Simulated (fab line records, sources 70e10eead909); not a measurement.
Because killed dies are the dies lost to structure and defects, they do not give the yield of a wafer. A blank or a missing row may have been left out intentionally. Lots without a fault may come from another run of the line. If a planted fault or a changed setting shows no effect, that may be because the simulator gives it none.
Chamber matching | flow nand harc | NHARC_P_CONTACT_STRIP_28 on rie diel-05: 4 sister chambers
The step strips in O2. 7 wafers are shown with their chamber, then 9 later ones without.

## EACH WAFER AND ITS CHAMBER
wafer  | chamber | drypump motor current A (A) | throttle valve pct (%)
L080.5 | 3       | 5.9                         | 17.032
L082.4 | 2       | 5.5                         | 17.047
L087.1 | 0       | 5.5                         | 17.023
L087.6 | 1       | 5.2                         | 17.055
L088.4 | 0       | 5.5                         | 17.033
L088.5 | 3       | 6.0                         | 17.027
L088.6 | 1       | 5.2                         | 17.032

## WAFERS WITHOUT THEIR CHAMBER
wafer  | drypump motor current A (A) | throttle valve pct (%)
L090.1 | 5.5                         | 17.031
L090.2 | 6.0                         | 17.039
L090.6 | 5.5                         | 17.044
L091.1 | 6.0                         | 17.033
L091.2 | 5.2                         | 17.042
L091.3 | 5.4                         | 17.032
L094.2 | 5.5                         | 17.039
L094.3 | 5.2                         | 17.046
L094.5 | 5.4                         | 17.033

## EACH ONE'S CHAMBER
wafer  | from the rows above     | in truth
L090.1 | can't be placed: 0 or 2 | 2
L090.2 | 3                       | 3
L090.6 | can't be placed: 2 or 0 | 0
L091.1 | 3                       | 3
L091.2 | 1                       | 1
L091.3 | can't be placed: 0 or 2 | 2
L094.2 | can't be placed: 2 or 0 | 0
L094.3 | 1                       | 1
L094.5 | can't be placed: 0 or 2 | 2
Placed correctly: 4 of 9. Can't be placed from these rows: 5 (the true chamber is among the candidates in 5). Wrongly placed: 0.
How it was worked out, from the rows above alone: a wafer's distance from a chamber is the root of the sum, over the readings, of the square of ((its reading less the chamber's mean) divided by the reading's scatter). The wafer belongs to the nearest chamber; if the next one is less than 2 further off, it can't be placed. For every chamber, the mean is computed from those of its wafers that are shown. How the scatter is found: for the shown wafers, subtract from each reading the mean of its chamber, square and add these, divide the total by (wafers less chambers), then take the root.
